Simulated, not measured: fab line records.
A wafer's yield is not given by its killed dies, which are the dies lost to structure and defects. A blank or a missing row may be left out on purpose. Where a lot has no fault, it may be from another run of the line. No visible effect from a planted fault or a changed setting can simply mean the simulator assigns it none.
Chamber matching	flow n5_finfet	3 sister chambers for N5_BEOL_M0_SAQP_PECVD_03 on pecvd-01
The step deposits SiCN from 3MS/NH3, target thk 12 nm, time 21.1 s. 6 wafers are shown with their chamber, then 11 later ones without.

== WAFERS PAIRED WITH THEIR CHAMBERS ==
wafer	chamber	showerhead_plenum_p_Torr (Torr)	throttle_valve_pct (%)
L085.1	0	3.672	8.7
L085.4	0	3.663	8.9
L085.5	2	3.644	8.6
L087.1	2	3.643	8.4
L087.5	1	3.693	9.9
L089.2	1	3.693	9.9

== WAFERS WITHOUT THEIR CHAMBER ==
wafer	showerhead_plenum_p_Torr (Torr)	throttle_valve_pct (%)
L089.3	3.642	8.5
L089.4	3.688	9.8
L090.1	3.690	9.7
L090.3	3.666	8.6
L090.4	3.664	9.0
L093.1	3.687	9.6
L093.4	3.688	9.7
L093.5	3.644	8.9
L097.2	3.656	8.4
L097.3	3.684	9.9
L097.5	3.688	9.9

== CHAMBER TAKEN BY EACH ==
wafer	from the rows above	in truth
L089.3	2	2
L089.4	1	1
L090.1	1	1
L090.3	0	0
L090.4	0	0
L093.1	1	1
L093.4	1	1
L093.5	2	2
L097.2	can't be placed: 2 or 0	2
L097.3	1	1
L097.5	1	1
Placed correctly: 10 of 11. Can't be placed from these rows: 1 (the true chamber is among the candidates in 1). Placed wrongly: 0.
How it was worked out, from the rows above alone: a wafer's distance from a chamber is the root of the sum, over the readings, of the square of ((its reading less the chamber's mean) divided by the reading's scatter). The wafer belongs to the nearest chamber; if the next one is less than 2 further off, it can't be placed. Each chamber's mean is taken over the wafers shown for it. How the scatter is found: for the shown wafers, subtract from each reading the mean of its chamber, square and add these, divide the total by (wafers less chambers), then take the root.
